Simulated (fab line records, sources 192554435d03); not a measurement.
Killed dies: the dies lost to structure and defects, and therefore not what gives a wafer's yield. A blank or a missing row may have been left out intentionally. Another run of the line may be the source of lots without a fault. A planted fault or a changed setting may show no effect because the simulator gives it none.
fab line records	flow n5Finfet
record lots=7	wafers=21
route steps=1938 shown PASSIVATION@1930
startH: hours from the record's opening day to when the first of the lot's shown wafers began	waitH: how many hours have passed since the lot's step before this one	" repeats the value in the row above	L1.1+2: one row covering several wafers at once	- no value present, or no start provided	* or withheld: withheld	< > ~ a bound
route shown NAME@n: names a module that has steps shown in the file, with the first one's number in the route	usual: the fault-free wafers' mean and standard deviation	same: alike in all rows	chamber/n: place in a boat	sites: the reading at each site	_std_site: the standard deviation of these	_edge_site: outer sites' mean less inner sites'	radiusMm: for every site, how far away it sits from the centre of the wafer	mask NAME#n: copy n	behind: tool/chamber where the wafer was last shaped	hold: why the lot went on hold/how many hours it stayed there/how the hold came to an end	device: the n, p or np transistor that did not switch	end of line: at the end of the route, the tests of the same wafers	step lacking rows: just its recipe	killed: dies that structure and defects cost at the first sort, which is not the same as the wafer's yield	map: per-die view of a wafer (x killed, . not killed, _ where there is no die)
set.NAME: the setting that was run; set.NAME@STEP: the one run at that earlier step	model.NAME: the simulator's own value behind a step, which no gauge read
lots run with intentionally changed settings; tables by step, rows by wafer
## steps
# step N5_PASSIVATION_ETCH_54
# recipe chemistry=CHF3/O2	target=SiO2	targetDepthA=8800	CHF3_flow_sccm=50	O2_flow_sccm=5	Ar_flow_sccm=200	timeS=440	maskMaterial=PR	pressureMtorr=30	sourceW=650	biasW=170	ionEnergyEv=200
lot.wafer	tool	chamber	startH	waitH	set.timeS	model.PASSIVATION.featureDepthNm	model.etch.depthNm
L074.1	rieDiel-01	2	382.00	0.1	440	884.2	884.2
L074.2	"	0	"	"	440	874.8	874.8
L074.5	"	1	"	"	440	894.6	894.6
L079.3	rieDiel-05	1	400.56	0.1	369.1	752.8	752.8
L079.4	"	3	"	"	440	886	885.9
L079.5	"	2	"	"	440	867.2	867.3
L081.1	rieDiel-05	3	405.04	0.1	384.8	775.6	775.5
L081.2	"	0	"	"	440	870.4	870.3
L081.3	"	1	"	"	384.8	784	783.9
L080.3	rieDiel-04	1	409.41	0.1	440	875.4	875.4
L080.5	"	2	"	"	440	889.4	889.5
L080.6	"	3	"	"	380.6	801.8	801.8
L089.1	rieDiel-04	3	447.60	0.1	404.8	838.8	838.9
L089.2	"	0	"	"	404.8	823	823
L089.6	"	3	"	"	404.8	836.4	836.4
L092.2	rieDiel-05	0	457.47	0.1	440	869.4	869.3
L092.4	"	2	"	"	348.2	674.2	674.2
L092.5	"	2	"	"	440	858.6	858.6
L094.1	rieDiel-05	1	480.18	0.1	440	886.8	886.9
L094.3	"	0	"	"	440	860.4	860.4
L094.6	"	3	"	"	440	863.6	863.6
## key
split step=N5_PASSIVATION_ETCH_54	setting=timeS	stated=440	by=wafer
response step=N5_PASSIVATION_ETCH_54	reading=model.PASSIVATION.featureDepthNm	change=+7.91	per=1%	r=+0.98
response step=N5_PASSIVATION_ETCH_54	reading=model.etch.depthNm	change=+7.91	per=1%	r=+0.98
